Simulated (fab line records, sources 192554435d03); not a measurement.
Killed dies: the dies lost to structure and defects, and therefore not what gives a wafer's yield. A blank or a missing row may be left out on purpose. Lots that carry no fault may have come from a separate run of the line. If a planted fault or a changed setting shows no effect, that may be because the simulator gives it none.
fab line records	flow n5-finfet
[record] lots = 7	wafers = 39
route steps=1938 shown BEOL_M4@1064 BEOL_M6@1233 BEOL_M8@1332 BEOL_M10@1470
start-h: start of the lot's first displayed wafer, in hours after the record's first day	wait-h: time in hours since the lot's previous step	" repeats the value in the row above	L1.1+2: a row that stands for several wafers	- value missing, or start not given	* or withheld: withheld	< > ~ a bound
route shown NAME@n: NAME is a module with steps in the file, n the number in the route of the first one	usual: mean/standard deviation of fault-free wafers	same: alike in all rows	chamber/n: place in a boat	sites: each site's reading	_std_site: standard deviation of those values	_edge_site: the outer-site mean with the inner-site mean subtracted	radius-mm: for every site, how far away it sits from the centre of the wafer	mask NAME#n: copy n	behind: the tool/chamber that last shaped the wafer	hold: reason for holding the lot/hours on hold/outcome of the hold	device: the n, p or np transistor that did not switch	end of line: tests run on the same wafers once the route is complete	a step with no rows: only its recipe	killed: at the first sort, the dies lost to defects and structure; wafer yield is something else	map: the dies of a wafer, with x for killed, . for not killed, _ for no die there
set.NAME: the setting that was run; set.NAME@STEP: the one run at that earlier step	model.NAME: the simulator's own value behind a step, which no gauge read
lots run with intentionally changed settings; tables by step, rows by wafer
[[steps]]
[step N5_BEOL_M4_ETCH_70]
[recipe] chemistry = N2/H2	target = SOC	target-depth-a = 800	overetch-a = 240	mask-material = SiARC	temp-c = 40	time-s = 130	ion-energy-ev = 200	pressure-mtorr = 30	source-w = 840	bias-w = 150	n2-flow-sccm = 200	h2-flow-sccm = 200
lot.wafer	tool	chamber	start-h	wait-h	set.time-s	model.etch.depth-nm	model.SiARC_of_BEOL_M4_COAT_68.thk-nm
L074.1	rie-diel-04	0	175.47	0.0	163.9	60.16	4.2
L074.2	"	3	"	"	163.9	60.28	4.2
L074.3	"	2	"	"	130	60.13	5.8
L074.4	"	1	"	"	130	60.2	6
L074.5	"	1	"	"	163.9	60.18	4.2
L074.6	"	2	"	"	130	60.03	5.8
L079.3	rie-diel-02	0	204.93	0.0	130	60.26	6.2
L079.5	"	1	"	"	130	60.23	5.8
L079.6	"	0	"	"	130	59.91	6.2
L082.1	rie-diel-01	2	210.09	0.0	130	59.93	5.8
L082.2	"	3	"	"	130	60.11	6.2
L082.3	"	0	"	"	130	60.01	6.2
L082.4	"	1	"	"	130	60.09	6
L082.5	"	1	"	"	130	59.98	6
L082.6	"	2	"	"	130	60.08	5.8
L084.1	rie-diel-02	3	216.03	0.0	171.8	59.72	3.8
L084.2	"	1	"	"	171.8	59.75	3.6
L084.3	"	2	"	"	130	59.79	5.6
L084.4	"	3	"	"	171.8	59.83	3.8
L084.5	"	2	"	"	130	59.65	5.6
L084.6	"	1	"	"	130	59.66	5.6
L085.1	rie-diel-02	3	228.74	0.0	54.57	44.63	9.4
L085.2	"	2	"	"	130	60.03	5.6
L085.3	"	0	"	"	130	59.96	6.2
L085.4	"	1	"	"	54.57	44.13	9.4
L085.5	"	1	"	"	130	60.23	5.8
L085.6	"	2	"	"	54.57	45.14	9.4
L089.1	rie-diel-01	0	255.63	0.0	130	59.84	6
L089.2	"	2	"	"	130	59.97	5.8
L089.3	"	3	"	"	66.31	51.88	9
L089.4	"	1	"	"	130	60.02	5.8
L089.5	"	1	"	"	66.31	52.6	8.8
L089.6	"	2	"	"	66.31	53.23	8.8
L094.1	rie-diel-02	0	296.94	0.0	130	60.27	6
L094.2	"	1	"	"	130	60.3	5.6
L094.3	"	2	"	"	130	60.29	5.6
L094.4	"	3	"	"	96.68	60.34	7.4
L094.5	"	3	"	"	96.68	60.23	7.4
L094.6	"	0	"	"	96.68	60.28	7.6
[step N5_BEOL_M6_ETCH_66]
[recipe] chemistry = N2/H2	target = SOC	target-depth-a = 800	overetch-a = 160	mask-material = SiARC	temp-c = 40	time-s = 120	ion-energy-ev = 200	pressure-mtorr = 30	source-w = 840	bias-w = 150	n2-flow-sccm = 200	h2-flow-sccm = 200
lot.wafer	tool	chamber	start-h	wait-h	set.target-depth-a	model.SiARC_of_BEOL_M6_COAT_64.thk-nm	model.BEOL_M6.cd-nm
L074.1	rie-diel-01	2	200.24	0.0	1192	4	41.2
L074.2	"	1	"	"	1192	4.2	40.8
L074.3	"	0	"	"	1192	4.6	40.8
L074.4+6	"	3,1	"	"	800	6.6	39.8
L074.5	"	2	"	"	800	6.2	40.2
L079.3	rie-diel-02	1	229.67	0.0	800	6.2	40.2
L079.5	"	0	"	"	800	6.6	40
L079.6	"	3	"	"	800	6.4	40.8
L082.1+6	rie-diel-04	1	235.54	0.0	1235	3.8	41.2
L082.2	"	3	"	"	800	6.2	39.6
L082.3	"	0	"	"	800	6.4	39.6
L082.4	"	2	"	"	1235	3.6	41.2
L082.5	"	2	"	"	800	6.2	39.8
L084.1+6	rie-diel-04	1	245.44	0.0	1059	5	40.6
L084.2	"	2	"	"	1059	4.8	40.8
L084.3	"	3	"	"	800	6.4	39.8
L084.4+5	"	0	"	"	800	6.4	39.6
L085.1	rie-diel-02	2	250.73	0.0	373.8	8.8	39
L085.2	"	1	"	"	800	6.2	40
L085.3	"	0	"	"	800	6.6	40
L085.4	"	3	"	"	800	6.4	40.6
L085.5	"	1	"	"	373.8	8.8	38.8
L085.6	"	0	"	"	373.8	9	38.8
L089.1	rie-diel-01	3	281.85	0.0	932.8	6	40
L089.2	"	0	"	"	932.8	6	40.4
L089.3	"	2	"	"	932.8	5.6	40.8
L089.4	"	1	"	"	800	6.6	39.6
L089.5	"	2	"	"	800	6.4	40.6
L089.6	"	1	"	"	800	6.6	39.8
L094.1	rie-diel-01	2	324.24	0.0	800	6.4	40.2
L094.2	"	1	"	"	800	6.4	40
L094.3	"	0	"	"	422.8	8.8	39.4
L094.4	"	3	"	"	800	6.6	39.6
L094.5	"	2	"	"	422.8	8.6	39.6
L094.6	"	1	"	"	422.8	8.6	39.2
[step N5_BEOL_M6_STRIP_69]
[recipe] chemistry = N2/H2	temp-c = 40	n2-flow-sccm = 200	h2-flow-sccm = 200	rf-frequency-hz = 6e+07
[step N5_BEOL_M6_STRIP_73]
[recipe] chemistry = N2/H2	temp-c = 40	n2-flow-sccm = 200	h2-flow-sccm = 200	rf-frequency-hz = 6e+07
[step N5_BEOL_M6_VIA_ETCH_34]
[recipe] chemistry = C4F6/O2	target = SiCOH_lowk	target-depth-a = 1263	mask-material = SOC	taper-deg = 4	time-s = 50.9	ion-energy-ev = 250	pressure-mtorr = 30	source-w = 345	bias-w = 185	Ar_flow_sccm = 300	C4F6_flow_sccm = 10	O2_flow_sccm = 10
lot.wafer	tool	chamber	start-h	wait-h	set.target-depth-a@BEOL_M6_ETCH_66	model.BEOL_M6.cd-nm
L074.1	rie-diel-01	2	200.34	0.0	1192	41.2
L074.2	"	1	"	"	1192	40.8
L074.3	"	0	"	"	1192	41
L074.4	"	3	"	"	800	39.8
L074.5	"	2	"	"	800	40.2
L074.6	"	1	"	"	800	40
L079.3	rie-diel-02	1	229.77	0.0	800	40.2
L079.5	"	0	"	"	800	40
L079.6	"	3	"	"	800	40.8
L082.1	rie-diel-04	1	235.64	0.0	1235	41
L082.2+3	"	3,0	"	"	800	39.6
L082.4	"	2	"	"	1235	41.4
L082.5	"	2	"	"	800	39.8
L082.6	"	1	"	"	1235	41.2
L084.1+6	rie-diel-04	1	245.54	0.0	1059	40.6
L084.2	"	2	"	"	1059	41
L084.3+4+5	"	3,0,0	"	"	800	39.6
L085.1+5+6	rie-diel-02	2,1,0	250.83	0.0	373.8	39
L085.2	"	1	"	"	800	40
L085.3	"	0	"	"	800	40.2
L085.4	"	3	"	"	800	40.4
L089.1	rie-diel-01	3	281.95	0.0	932.8	40
L089.2	"	0	"	"	932.8	40.2
L089.3	"	2	"	"	932.8	40.8
L089.4+6	"	1	"	"	800	39.8
L089.5	"	2	"	"	800	40.6
L094.1	rie-diel-01	2	324.34	0.0	800	40.2
L094.2	"	1	"	"	800	40
L094.3	"	0	"	"	422.8	39.4
L094.4	"	3	"	"	800	39.6
L094.5	"	2	"	"	422.8	39.6
L094.6	"	1	"	"	422.8	39.2
[step N5_BEOL_M8_ILD_DEP_00]
[recipe] material = SiCOH_lowk	target-thk-a = 1797.5	temp-c = 300	precursor = DEMS/porogen	pressure-torr = 5	rf-w = 500	time-s = 33.4
lot.wafer	tool	chamber	start-h	wait-h	set.target-thk-a	model.SiCOH_lowk_of_BEOL_M8_ILD_DEP_00.thk-nm
L074.1	pecvd-04	1	211.18	0.0	1797.5	174.6
L074.2	"	0	"	"	1797.5	173.8
L074.3	"	0	"	"	1797.5	175.8
L074.4	"	1	"	"	1797.5	177.6
L074.5	"	1	"	"	1797.5	177.2
L074.6	"	0	"	"	1797.5	178
L079.3	pecvd-02	0	243.31	0.0	1797.5	183.8
L079.5	"	1	"	"	1797.5	185
L079.6	"	2	"	"	1797.5	182.4
L082.1	pecvd-01	0	250.18	0.0	1797.5	177.2
L082.2	"	1	"	"	1797.5	175.8
L082.3	"	2	"	"	2846	282.2
L082.4	"	2	"	"	1797.5	181.2
L082.5	"	1	"	"	2846	286.2
L082.6	"	0	"	"	2846	285
L084.1	pecvd-02	2	258.77	0.0	1797.5	175.2
L084.2	"	1	"	"	1797.5	177
L084.3	"	1	"	"	1797.5	178.8
L084.4+5	"	2,1	"	"	1797.5	179.6
L084.6	"	2	"	"	1797.5	177.2
L085.1	pecvd-02	0	261.39	0.0	1797.5	179.2
L085.2	"	1	"	"	1797.5	175.2
L085.3+4	"	1,0	"	"	2548	256.8
L085.5	"	0	"	"	1797.5	181.6
L085.6	"	1	"	"	2548	259
L089.1	pecvd-02	1	296.83	0.0	1797.5	181.4
L089.2	"	2	"	"	1797.5	179.2
L089.3	"	0	"	"	1797.5	178.6
L089.4	"	0	"	"	1797.5	180.4
L089.5	"	1	"	"	1797.5	179.4
L089.6	"	2	"	"	1797.5	179
L094.1	pecvd-01	0	336.65	0.0	1797.5	177.4
L094.2	"	1	"	"	1037	100.2
L094.3	"	2	"	"	1037	103
L094.4	"	0	"	"	1037	102.8
L094.5	"	1	"	"	1797.5	178.4
L094.6	"	2	"	"	1797.5	182
[step N5_BEOL_M8_CURE_74]
[recipe] temp-c = 385	time-s = 240	ambient = He/Ar	material = SiCOH_lowk
lot.wafer	tool	chamber	start-h	wait-h	set.target-thk-a@BEOL_M8_ILD_DEP_00	model.SiCOH_lowk_of_BEOL_M8_ILD_DEP_00.thk-nm
L074.1	uv-cure-01	1	211.27	0.1	1797.5	150.6
L074.2	"	1	"	"	1797.5	149.8
L074.3	"	1	"	"	1797.5	151.6
L074.4	"	1	"	"	1797.5	153.2
L074.5	"	1	"	"	1797.5	152.8
L074.6	"	1	"	"	1797.5	153.6
L079.3	uv-cure-03	1	243.56	0.2	1797.5	158.6
L079.5	"	1	"	"	1797.5	159.6
L079.6	"	1	"	"	1797.5	157.2
L082.1	uv-cure-03	1	250.25	0.0	1797.5	152.8
L082.2	"	1	"	"	1797.5	151.6
L082.3	"	1	"	"	2846	244.8
L082.4	"	1	"	"	1797.5	156.2
L082.5	"	1	"	"	2846	248.4
L082.6	"	1	"	"	2846	247.2
L084.1	uv-cure-03	1	258.86	0.1	1797.5	151
L084.2	"	1	"	"	1797.5	152.6
L084.3	"	1	"	"	1797.5	154.2
L084.4	"	1	"	"	1797.5	154.8
L084.5	"	1	"	"	1797.5	155
L084.6	"	1	"	"	1797.5	152.8
L085.1	uv-cure-02	1	261.48	0.1	1797.5	154.4
L085.2	"	1	"	"	1797.5	151.2
L085.3	"	1	"	"	2548	222.4
L085.4	"	1	"	"	2548	222.6
L085.5	"	1	"	"	1797.5	156.6
L085.6	"	1	"	"	2548	224.4
L089.1	uv-cure-01	0	297.10	0.3	1797.5	156.4
L089.2+5	"	0	"	"	1797.5	154.6
L089.3	"	0	"	"	1797.5	154
L089.4	"	0	"	"	1797.5	155.6
L089.6	"	0	"	"	1797.5	154.4
L094.1	uv-cure-02	2	336.71	0.0	1797.5	153
L094.2	"	2	"	"	1037	86
L094.3	"	2	"	"	1037	88.4
L094.4	"	2	"	"	1037	88.2
L094.5	"	2	"	"	1797.5	153.8
L094.6	"	2	"	"	1797.5	157
[step N5_BEOL_M8_THK_MEAS_01]
[recipe] reads = SiCOH_lowk_of_BEOL_M8_ILD_DEP_00
[usual] M8_ILD_THK = 154.0/2.1
lot.wafer	tool	chamber	start-h	wait-h	set.target-thk-a@BEOL_M8_ILD_DEP_00	M8_ILD_THK[nm]
L074.1	film-metro-01	-	211.78	0.4	1797.5	150.3
L074.2	"	-	"	"	1797.5	149.7
L074.3	"	-	"	"	1797.5	151.6
L074.4	"	-	"	"	1797.5	153.1
L074.5	"	-	"	"	1797.5	152.8
L074.6	"	-	"	"	1797.5	153.5
L079.3	film-metro-02	-	243.92	0.3	1797.5	158.6
L079.5	"	-	"	"	1797.5	159.6
L079.6	"	-	"	"	1797.5	157.4
L082.1	film-metro-01	-	250.76	0.4	1797.5	152.7
L082.2	"	-	"	"	1797.5	151.5
L082.3	"	-	"	"	2846	244.6
L082.4	"	-	"	"	1797.5	156.4
L082.5	"	-	"	"	2846	248.3
L082.6	"	-	"	"	2846	247.3
L084.1	film-metro-01	-	259.37	0.4	1797.5	150.9
L084.2	"	-	"	"	1797.5	152.7
L084.3	"	-	"	"	1797.5	154.3
L084.4	"	-	"	"	1797.5	154.6
L084.5	"	-	"	"	1797.5	154.9
L084.6	"	-	"	"	1797.5	152.7
L085.1	film-metro-02	-	261.99	0.4	1797.5	154.3
L085.2	"	-	"	"	1797.5	151.1
L085.3	"	-	"	"	2548	222.4
L085.4	"	-	"	"	2548	222.5
L085.5	"	-	"	"	1797.5	156.6
L085.6	"	-	"	"	2548	224.4
L089.1	film-metro-02	-	297.62	0.4	1797.5	156.5
L089.2	"	-	"	"	1797.5	154.7
L089.3	"	-	"	"	1797.5	153.9
L089.4	"	-	"	"	1797.5	155.5
L089.5	"	-	"	"	1797.5	154.6
L089.6	"	-	"	"	1797.5	154.3
L094.1	film-metro-02	-	337.71	0.8	1797.5	153.0
L094.2	"	-	"	"	1037	86.0
L094.3	"	-	"	"	1037	88.4
L094.4	"	-	"	"	1037	88.3
L094.5	"	-	"	"	1797.5	153.9
L094.6	"	-	"	"	1797.5	157.1
[step N5_BEOL_M10_ILD_DEP_00]
[recipe] material = SiCOH_lowk	target-thk-a = 3085.1	temp-c = 300	precursor = DEMS/porogen	pressure-torr = 5	rf-w = 500	time-s = 58
lot.wafer	tool	chamber	start-h	wait-h	set.time-s	model.SiCOH_lowk_of_BEOL_M10_ILD_DEP_00.thk-nm
L074.1	pecvd-03	0	230.99	0.0	89.4	469
L074.2	"	1	"	"	58	306.6
L074.3	"	2	"	"	89.4	472.4
L074.4	"	0	"	"	58	312.8
L074.5	"	1	"	"	58	309.6
L074.6	"	2	"	"	89.4	478.8
L079.3	pecvd-02	0	260.85	0.1	58	312.8
L079.5	"	1	"	"	58	307.4
L079.6	"	0	"	"	58	315.8
L082.1	pecvd-03	2	266.84	0.0	58	308.4
L082.2	"	0	"	"	85.78	451
L082.3	"	1	"	"	85.78	444.8
L082.4	"	2	"	"	85.78	457.8
L082.5	"	1	"	"	58	310.8
L082.6	"	0	"	"	58	308
L085.1	pecvd-01	1	279.21	0.0	58	304.6
L085.2	"	2	"	"	58	309
L085.3	"	0	"	"	58	307.6
L085.4	"	0	"	"	58	312.2
L085.5	"	2	"	"	58	311.8
L085.6	"	1	"	"	58	310.4
L084.1	pecvd-02	2	279.53	0.0	58	303.2
L084.2	"	1	"	"	58	306.6
L084.3	"	0	"	"	58	309.8
L084.4	"	1	"	"	26.27	145.6
L084.5	"	2	"	"	26.27	141.6
L084.6	"	0	"	"	26.27	149.4
L089.1	pecvd-02	2	311.88	0.0	58	306.8
L089.2	"	1	"	"	58	306.6
L089.3	"	0	"	"	58	307.4
L089.4	"	0	"	"	58	315.6
L089.5	"	1	"	"	58	312.4
L089.6	"	2	"	"	58	308.2
L094.1	pecvd-01	0	354.05	0.0	58	305
L094.2	"	2	"	"	82.06	432.8
L094.3	"	1	"	"	58	305.4
L094.4	"	1	"	"	82.06	440
L094.5	"	2	"	"	58	315
L094.6	"	0	"	"	82.06	437.4
[step N5_BEOL_M10_CURE_71]
[recipe] temp-c = 385	time-s = 240	ambient = He/Ar	material = SiCOH_lowk
lot.wafer	tool	chamber	start-h	wait-h	set.time-s@BEOL_M10_ILD_DEP_00	model.SiCOH_lowk_of_BEOL_M10_ILD_DEP_00.thk-nm
L074.1	uv-cure-01	0	231.07	0.0	89.4	411
L074.2	"	0	"	"	58	266.4
L074.3	"	0	"	"	89.4	414
L074.4	"	0	"	"	58	271.8
L074.5	"	0	"	"	58	269
L074.6	"	0	"	"	89.4	419.8
L079.3	uv-cure-01	2	261.09	0.2	58	271.8
L079.5	"	2	"	"	58	267
L079.6	"	2	"	"	58	274.6
L082.1	uv-cure-01	2	266.92	0.0	58	267.8
L082.2	"	2	"	"	85.78	395
L082.3	"	2	"	"	85.78	389.2
L082.4	"	2	"	"	85.78	401
L082.5	"	2	"	"	58	270
L082.6	"	2	"	"	58	267.6
L085.1	uv-cure-01	2	279.28	0.0	58	264.6
L085.2	"	2	"	"	58	268.4
L085.3	"	2	"	"	58	267.2
L085.4	"	2	"	"	58	271.2
L085.5	"	2	"	"	58	271
L085.6	"	2	"	"	58	269.6
L084.1	uv-cure-03	2	279.60	0.0	58	263.2
L084.2	"	2	"	"	58	266.2
L084.3	"	2	"	"	58	269.2
L084.4	"	2	"	"	26.27	125.2
L084.5	"	2	"	"	26.27	121.8
L084.6	"	2	"	"	26.27	128.6
L089.1	uv-cure-03	1	311.95	0.0	58	266.6
L089.2	"	1	"	"	58	266.2
L089.3	"	1	"	"	58	267
L089.4	"	1	"	"	58	274.2
L089.5	"	1	"	"	58	271.4
L089.6	"	1	"	"	58	267.8
L094.1	uv-cure-03	1	354.13	0.0	58	264.8
L094.2	"	1	"	"	82.06	378.6
L094.3	"	1	"	"	58	265.4
L094.4	"	1	"	"	82.06	385
L094.5	"	1	"	"	58	273.6
L094.6	"	1	"	"	82.06	382.8
[step N5_BEOL_M10_THK_MEAS_01]
[recipe] reads = SiCOH_lowk_of_BEOL_M10_ILD_DEP_00
[usual] M10_ILD_THK = 268/3.3
lot.wafer	tool	chamber	start-h	wait-h	set.time-s@BEOL_M10_ILD_DEP_00	M10_ILD_THK[nm]
L074.1	film-metro-02	-	231.58	0.4	89.4	411
L074.2	"	-	"	"	58	266
L074.3	"	-	"	"	89.4	414
L074.4	"	-	"	"	58	272
L074.5	"	-	"	"	58	269
L074.6	"	-	"	"	89.4	420
L079.3	film-metro-01	-	261.45	0.3	58	272
L079.5	"	-	"	"	58	267
L079.6	"	-	"	"	58	275
L082.1	film-metro-01	-	268.87	1.6	58	268
L082.2	"	-	"	"	85.78	395
L082.3	"	-	"	"	85.78	389
L082.4	"	-	"	"	85.78	401
L082.5	"	-	"	"	58	270
L082.6	"	-	"	"	58	268
L085.1	film-metro-01	-	280.28	0.8	58	265
L085.2	"	-	"	"	58	269
L085.3	"	-	"	"	58	267
L085.4	"	-	"	"	58	271
L085.5	"	-	"	"	58	271
L085.6	"	-	"	"	58	270
L084.1	film-metro-01	-	280.60	0.8	58	263
L084.2	"	-	"	"	58	266
L084.3	"	-	"	"	58	269
L084.4	"	-	"	"	26.27	125
L084.5	"	-	"	"	26.27	122
L084.6	"	-	"	"	26.27	129
L089.1	film-metro-02	-	312.48	0.4	58	267
L089.2	"	-	"	"	58	266
L089.3	"	-	"	"	58	267
L089.4	"	-	"	"	58	274
L089.5	"	-	"	"	58	271
L089.6	"	-	"	"	58	268
L094.1	film-metro-01	-	354.64	0.4	58	265
L094.2	"	-	"	"	82.06	378
L094.3	"	-	"	"	58	265
L094.4	"	-	"	"	82.06	385
L094.5	"	-	"	"	58	273
L094.6	"	-	"	"	82.06	383
[[key]]
[split] step = N5_BEOL_M4_ETCH_70	setting = time-s	stated = 130	by = wafer
[response] step = N5_BEOL_M4_ETCH_70	reading = model.etch.depth-nm	shape = bent	at-lowest = 44.63	at-stated = 60.04	at-highest = 59.77
[response] step = N5_BEOL_M4_ETCH_70	reading = model.SiARC_of_BEOL_M4_COAT_68.thk-nm	change = -0.0614	per = 1%	r = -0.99
[split] step = N5_BEOL_M6_ETCH_66	setting = target-depth-a	stated = 800	by = wafer
[response] step = N5_BEOL_M6_ETCH_66	reading = model.SiARC_of_BEOL_M6_COAT_64.thk-nm	change = -0.0459	per = 1%	r = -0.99
[response] step = N5_BEOL_M6_ETCH_66	reading = model.BEOL_M6.cd-nm	change = +0.0228	per = 1%	r = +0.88
[response] step = N5_BEOL_M6_VIA_ETCH_34	reading = model.BEOL_M6.cd-nm	change = +0.0224	per = 1%	r = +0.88
[split] step = N5_BEOL_M8_ILD_DEP_00	setting = target-thk-a	stated = 1797.5	by = wafer
[response] step = N5_BEOL_M8_ILD_DEP_00	reading = model.SiCOH_lowk_of_BEOL_M8_ILD_DEP_00.thk-nm	change = +1.84	per = 1%	r = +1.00
[response] step = N5_BEOL_M8_CURE_74	reading = model.SiCOH_lowk_of_BEOL_M8_ILD_DEP_00.thk-nm	change = +1.61	per = 1%	r = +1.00
[response] step = N5_BEOL_M8_THK_MEAS_01	reading = M8_ILD_THK	change = +1.61	per = 1%	r = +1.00
[split] step = N5_BEOL_M10_ILD_DEP_00	setting = time-s	stated = 58	by = wafer
[response] step = N5_BEOL_M10_ILD_DEP_00	reading = model.SiCOH_lowk_of_BEOL_M10_ILD_DEP_00.thk-nm	change = +3	per = 1%	r = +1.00
[response] step = N5_BEOL_M10_CURE_71	reading = model.SiCOH_lowk_of_BEOL_M10_ILD_DEP_00.thk-nm	change = +2.66	per = 1%	r = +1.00
[response] step = N5_BEOL_M10_THK_MEAS_01	reading = M10_ILD_THK	change = +2.66	per = 1%	r = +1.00
